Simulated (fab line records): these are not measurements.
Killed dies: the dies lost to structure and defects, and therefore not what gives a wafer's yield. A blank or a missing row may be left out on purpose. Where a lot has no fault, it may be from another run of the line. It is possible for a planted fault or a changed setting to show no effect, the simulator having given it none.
Code-filled problem report in 8D (eight disciplines) form | flow nandHarc | the parts of the form that need people (team, actions taken, sign-off) are left out

## 1. PROBLEM STATEMENT
Wafers without a fault read 56, standard deviation 20; killedAtArray at NHARC_END_SORT_01 reads a mean of 672 on 6 wafers belonging to 2 lots. Relative to the usual mean, that is a shift of +31 standard deviations.
First seen on wafer L700.1, day 29 22:22, on prober-01. The record holds 33 wafers of 11 lots with a number at this step. Rule for "out", or "out of limits": more than 4 standard deviations from the usual mean. The rest of the wafers with a number are treated as sound.

## 2. WHAT IT IS, WHAT IT ISN'T
question                    | is                        | is not
which readings at this step | killedAtArray, killedDies | killedAtOther
which lots                  | L699, L700                | L686, L687, L688, L691, L695, L704, L705, L706, L709
which wafers of those lots  | all that have a number    | -
read on which gauges        | prober-01, prober-02      | -
when                        | from day 29 22:22         | up to then (15 sound wafers); but 12 sound wafers of L704, L705, L706, L709 came after

## 3. SUSPECTS, AND WHAT RULES EACH OUT
Counting: a tool at a process step up to the reading stays a suspect if it ran every lot that is out and no sound lot after the first of them.
- ruled out: the gauge at NHARC_END_SORT_01. 2 gauges (prober-01, prober-02) read the wafers that are out.
- rieDiel-11 at NHARC_A_BLC_STRIP_21 (strips in O2): ruled out as a lasting fault. After its first lot that is out, L700 (day 28 04:02), sound lots L704, L706 ran on it.
- aldMetal-01 at NHARC_A_BLC_ALD_23 (deposits TiN, target thk 3 nm, pulse time 1 s, ald cycles 150): ruled out as a lasting fault. After its first lot that is out, L700 (day 28 04:42), sound lots L706, L709 ran on it.
- cvdW-02 at NHARC_A_BLC_CVD_24 (deposits W, target thk 150 nm, time 434 s): ruled out as a lasting fault. After its first lot that is out, L700 (day 29 22:22), sound lots L704, L705, L709 ran on it. Because NHARC_A_BLC_CVD_24 lacks a start for some lots, the hours and order of its lots are taken from NHARC_END_SORT_01.
Left after counting: nothing in the record.

## 4. THE CAUSE (what the simulator had put in)
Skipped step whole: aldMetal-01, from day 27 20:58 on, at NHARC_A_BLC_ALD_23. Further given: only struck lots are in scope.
The count ruled it out by mistake, since the rule takes a fault to strike every lot its tool runs from the start of the fault on, and this one did not do so.

## 5. THE CHAIN OF EFFECTS, in route order
Rows list readings where the struck wafers' mean (over those with a number) sits beyond 3 standard deviations from the usual. Scope: only readings with a usual standard deviation given in the record; hours: median across lots of the time from each lot's start at the first step in this table that gives one to its start at this step; sigmas: change in usual standard deviations.
hours | step              | reading       | usual | on struck wafers | change | sigmas
0     | NHARC_END_SORT_01 | killedAtArray | 56    | 672              | +616   | +31
0     | NHARC_END_SORT_01 | killedDies    | 61    | 677              | +616   | +29
Readings that are blank on the struck wafers while sound wafers have them: heaterPowerOuterW at NHARC_A_BLC_ALD_23; heaterPowerW at NHARC_A_BLC_ALD_23; precursorPulseHeightRel at NHARC_A_BLC_ALD_23; susceptorTempC at NHARC_A_BLC_ALD_23.

## 6. HOW IT WOULD HAVE BEEN CAUGHT EARLIER
Counted from the fault's start at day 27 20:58, it took 49 hours until the first out-of-limits reading at a measuring or inspecting step in this record, taken at day 29 22:22.
At NHARC_A_BLC_ALD_23 the tool's readings are blank on the struck wafers, where sound wafers have them: an empty tool record is the first sign, and it was there at once.
